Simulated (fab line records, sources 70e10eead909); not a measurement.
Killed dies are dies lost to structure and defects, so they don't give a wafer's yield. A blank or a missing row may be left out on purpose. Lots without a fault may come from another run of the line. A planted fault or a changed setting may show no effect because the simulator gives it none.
Chamber matching | flow nand_harc | NHARC_P_M0_PRE_CLEAN_31 on pecvd-03: 3 sister chambers
The step time 12 s. 6 wafers are shown with their chamber, then 12 later ones without.

WAFERS WITH THEIR CHAMBER
wafer  | chamber | heater_power_w (W) | heater_power_outer_w (W)
L087.1 | 2       | 702                | 418
L085.4 | 1       | 694                | 397
L085.6 | 0       | 515                | 281
L088.1 | 2       | 595                | 352
L088.4 | 0       | 467                | 247
L088.6 | 1       | 674                | 376

WAFERS WITHOUT THEIR CHAMBER
wafer  | heater_power_w (W) | heater_power_outer_w (W)
L093.1 | 650                | 376
L093.2 | 573                | 324
L093.6 | 581                | 319
L092.1 | 658                | 378
L092.3 | 656                | 372
L092.6 | 664                | 369
L095.2 | 712                | 414
L095.3 | 742                | 428
L095.6 | 705                | 429
L094.1 | 665                | 376
L094.4 | 547                | 297
L094.5 | 675                | 374

WHICH CHAMBER EACH WENT THROUGH
wafer  | from the rows above          | in truth
L093.1 | can't be placed: 2 or 1      | 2
L093.2 | can't be placed: 2 or 0 or 1 | 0
L093.6 | can't be placed: 2 or 0 or 1 | 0
L092.1 | can't be placed: 2 or 1      | 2
L092.3 | can't be placed: 2 or 1      | 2
L092.6 | can't be placed: 2 or 1      | 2
L095.2 | can't be placed: 1 or 2      | 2
L095.3 | can't be placed: 1 or 2      | 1
L095.6 | can't be placed: 1 or 2      | 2
L094.1 | can't be placed: 2 or 1      | 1
L094.4 | can't be placed: 0 or 2      | 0
L094.5 | can't be placed: 1 or 2      | 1
Placed correctly: 0 of 12. Can't be placed from these rows: 12 (the true chamber is among the candidates in 12). Placed wrongly: 0.
How it was worked out, from the rows above alone: a wafer's distance from a chamber is the root of the sum, over the readings, of the square of ((its reading less the chamber's mean) divided by the reading's scatter). The wafer belongs to the nearest chamber; if the next one is less than 2 further off, it can't be placed. A chamber's mean is the mean of its shown wafers. The scatter: the root of (the sum of the squares of (reading less its chamber's mean) over the shown wafers, divided by (wafers less chambers)).
